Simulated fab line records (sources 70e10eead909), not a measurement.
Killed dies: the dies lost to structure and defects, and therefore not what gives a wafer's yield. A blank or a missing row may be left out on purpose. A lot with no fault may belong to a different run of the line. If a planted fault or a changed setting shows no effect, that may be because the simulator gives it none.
Chamber matching    flow nandHarc    rieDiel-10 running NHARC_A_STAIRCASE_DESCUM_252: 4 sister chambers
The step chemistry O2, time 3 s. 16 wafers are shown with their chamber, then 8 later ones without.

## EACH WAFER AND ITS CHAMBER
wafer   chamber  showerheadPlenumPTorr (Torr)  drypumpMotorCurrentA (A)  oesProductAu (a.u.)
L074.2  1        1.85                          5.2                       1.016
L074.3  2        1.80                          6.0                       0.999
L074.6  1        1.85                          5.2                       1.015
L075.1  0        1.92                          6.3                       1.002
L075.4  2        1.80                          5.9                       1.016
L075.5  0        1.92                          6.3                       1.000
L082.1  2        1.80                          6.0                       0.997
L082.2  0        1.92                          6.3                       1.004
L082.4  1        1.85                          5.2                       0.992
L081.2  1        1.84                          5.2                       0.996
L081.5  3        1.84                          5.5                       0.996
L081.6  2        1.80                          5.9                       1.017
L083.2  2        1.80                          5.9                       1.019
L083.3  3        1.84                          5.6                       1.000
L083.4  1        1.84                          5.2                       0.996
L087.2  1        1.84                          5.2                       0.991

SIGNATURES (averages over the wafers above)
reading                chamber 0  chamber 1  chamber 2  chamber 3  scatter within a chamber
showerheadPlenumPTorr  1.9200     1.8450     1.8000     1.8400     0.00354
drypumpMotorCurrentA   6.300      5.200      5.940      5.550      0.0376
oesProductAu           1.00200    1.00100    1.00960    0.99800    0.00967
Rule: for a wafer and a chamber, the distance is found by dividing, reading by reading, the gap between the wafer's reading and the chamber's mean by the reading's scatter, squaring, summing and taking the root. The wafer belongs to the nearest chamber; if the next one is less than 2 further off, it can't be placed. The scatter: the root of (the sum of the squares of (reading less its chamber's mean) over the shown wafers, divided by (wafers less chambers)).

## WAFERS WHOSE CHAMBER IS MISSING
wafer   showerheadPlenumPTorr (Torr)  drypumpMotorCurrentA (A)  oesProductAu (a.u.)
L087.4  1.83                          5.6                       1.007
L087.5  1.83                          5.5                       1.006
L096.1  1.83                          5.5                       0.991
L096.2  1.90                          6.3                       0.997
L096.3  1.78                          5.9                       1.002
L095.1  1.78                          6.0                       1.005
L095.2  1.83                          5.6                       1.000
L095.5  1.83                          5.6                       1.011

## CHAMBER TAKEN BY EACH
wafer   from the rows above  in truth
L087.4  3                    3
L087.5  3                    3
L096.1  3                    3
L096.2  0                    0
L096.3  2                    2
L095.1  2                    2
L095.2  3                    3
L095.5  3                    3
8 of 8 placed correctly. Left unplaced by these rows: 0. Wrongly placed: 0.
